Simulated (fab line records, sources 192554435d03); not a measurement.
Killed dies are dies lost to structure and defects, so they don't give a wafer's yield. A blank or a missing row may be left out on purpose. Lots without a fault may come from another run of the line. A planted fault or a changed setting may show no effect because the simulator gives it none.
A struck lot beside a sound one | flow n5_finfet | 18 steps out of a route of 1938
Sound: wafers L369.2, L369.5, L369.6. Struck: wafers L382.3, L382.6. The cause comes at the end.
At each step with rows: each side's tool, then ch and its chambers, then its first start. Under that, the readings that differ: sound wafers | struck wafers | difference of the means | sigmas: that difference in standard deviations of wafers without a fault.
alike: readings whose means differ by less than 2 such deviations, and words and numbers that are the same on both sides. not compared: withheld readings, readings that some wafer has no value for, bounds like >300 that may hide the same value, and numbers for which the record gives no deviation and whose values overlap.
The two part at a step that has a row with sigmas, a row that says differs or no value, or rows on one side only. Numbers that don't overlap but have no deviation are shown without sigmas and don't part them. A reading that every wafer of one side lacks parts them only if that side has two wafers or more.

first, 7 steps without rows for these wafers: N5_BEOL_M0_SAQP_COAT_82 (time 60 s, resist thk 30 nm); N5_BEOL_M0_SAQP_COAT_08 (resist thk 90 nm); N5_BEOL_M0_SAQP_EBR_10; N5_BEOL_M0_SAQP_SOFTBAKE_09 (time 60 s); N5_BEOL_M0_SAQP_EXPOSE_11 (exposes mask M0 CORE, target cd 42 nm); N5_BEOL_M0_SAQP_PEB_12 (peb time 60 s); N5_BEOL_M0_SAQP_DEVELOP_13 (develop time 30 s).
N5_BEOL_M0_SAQP_CD_MEAS_14: target cd 42.5 nm.
  sound on cd_sem-03 ch 0, day 7 04:04; struck on cd_sem-03 ch 0, day 10 05:54
  alike: cd_nm
N5_BEOL_M0_SAQP_OVL_MEAS_15:
  sound on overlay-02 ch 0, day 7 04:06; struck on overlay-02 ch 0, day 10 05:56
  reading          | sound       | struck  | difference | sigmas
  M0_CORE_OVL (nm) | 0.5 0.5 1.3 | 2.5 2.8 | +1.9       | +2
N5_BEOL_M0_SAQP_INSPECT_16: inspects for defects (brightfield).
  sound on defect_inspect-02, day 7 04:07; struck on defect_inspect-01, day 10 05:57
  reading          | sound       | struck  | difference | sigmas
  raw_defect_count | 261 315 231 | 495 558 | +258       | +2
N5_BEOL_M0_SAQP_DESCUM_19: chemistry O2, time 7.9 s.
  sound on rie_diel-03 ch 0,3, day 7 04:13; struck on rie_diel-03 ch 2,3, day 10 05:59
  reading                | sound             | struck      | difference | sigmas
  oes_product_au (a.u.)  | 0.69 0.68 0.70    | 0.92 0.81   | +0.18      | +3
  throttle_valve_pct (%) | 20.89 20.41 20.87 | 19.99 20.34 | -0.56      | -2
  alike: drypump_motor_current_A, rf_vpp_V, showerhead_plenum_p_Torr
  not compared: rf_hours_counter_h
N5_BEOL_M0_SAQP_ETCH_83: etches SiARC in CF4, target depth 39 nm, time 65 s.
  sound on rie_diel-03 ch 0,3, day 7 04:16; struck on rie_diel-03 ch 2,3, day 10 06:01
  reading                | sound             | struck      | difference | sigmas
  oes_product_au (a.u.)  | 0.60 0.58 0.60    | 0.78 0.70   | +0.15      | +2
  throttle_valve_pct (%) | 15.94 15.62 15.93 | 15.10 15.46 | -0.55      | -2
  alike: drypump_motor_current_A, etch_rf_on_time_s, rf_vpp_V, showerhead_plenum_p_Torr
  not compared: rf_hours_counter_h
N5_BEOL_M0_SAQP_ETCH_84: etches SOC in N2/H2, target depth 100 nm, overetch 20 nm, time 150 s.
  sound on rie_diel-03 ch 0,3, day 7 04:19; struck on rie_diel-03 ch 2,3, day 10 06:04
  reading                                         | sound             | struck      | difference | sigmas
  run_length_s (s)                                | 173.6 172.9 173.3 | 208.5 209.3 | +35.6      | +85
  throttle_valve_pct (%)                          | 18.22 17.80 18.21 | 17.34 17.56 | -0.63      | -2
  model.SiARC_of_BEOL_M0_SAQP_COAT_82.thk_nm (nm) | 24.4 24.6 24.4    | 23.2 22.6   | -1.6       |
  alike: drypump_motor_current_A, h2_flow_sccm, oes_product_au, rf_vpp_V, showerhead_plenum_p_Torr
  not compared: rf_hours_counter_h
then, 1 step without rows for these wafers: N5_BEOL_M0_SAQP_STRIP_80 (strips in N2/H2).
N5_BEOL_M0_SAQP_HM_OPEN_112: chemistry CHF3/O2, target SiO2, stops on a-Si, target depth 12 nm, time 13.5 s.
  sound on rie_diel-03 ch 0,3, day 7 04:25; struck on rie_diel-03 ch 2,3, day 10 06:11
  reading                                         | sound             | struck      | difference | sigmas
  model.etch.depth_nm (nm)                        | 12.11 12.17 12.34 | 10.46 10.25 | -1.85      |
  model.SiARC_of_BEOL_M0_SAQP_COAT_82.thk_nm (nm) | 5.4 6.2 5.4       | 4.6 2.8     | -2.0       |
  alike: drypump_motor_current_A, oes_product_au, rf_vpp_V, showerhead_plenum_p_Torr, throttle_valve_pct
  not compared: rf_hours_counter_h
then, 1 step without rows for these wafers: N5_BEOL_M0_SAQP_STRIP_113 (strips in CHF3/O2).
-- the record jumps here: 3 days lie between the struck wafers' starts before and after (it left off in module BEOL_M0_SAQP and takes up again in module BEOL_M4, whose first step shown is number 1111 of the route) --
N5_BEOL_M4_RC_MEAS_101:
  sound on prober-01 ch 0, day 10 13:51; struck on prober-01 ch 0, day 12 20:37
  alike: DIBL_N, DIBL_P, IOFF_N, IOFF_P, ION_N, ION_P, SS_N, SS_P, VT_N, VT_P
N5_PASSIVATION_PROBE_49:
  the record has rows for the sound wafers here (prober-02, day 15 01:05) and none for the struck ones

WHERE THEY PART
First at N5_BEOL_M0_SAQP_OVL_MEAS_15; last, within this record, at N5_PASSIVATION_PROBE_49.

WHY: what the simulator had put in
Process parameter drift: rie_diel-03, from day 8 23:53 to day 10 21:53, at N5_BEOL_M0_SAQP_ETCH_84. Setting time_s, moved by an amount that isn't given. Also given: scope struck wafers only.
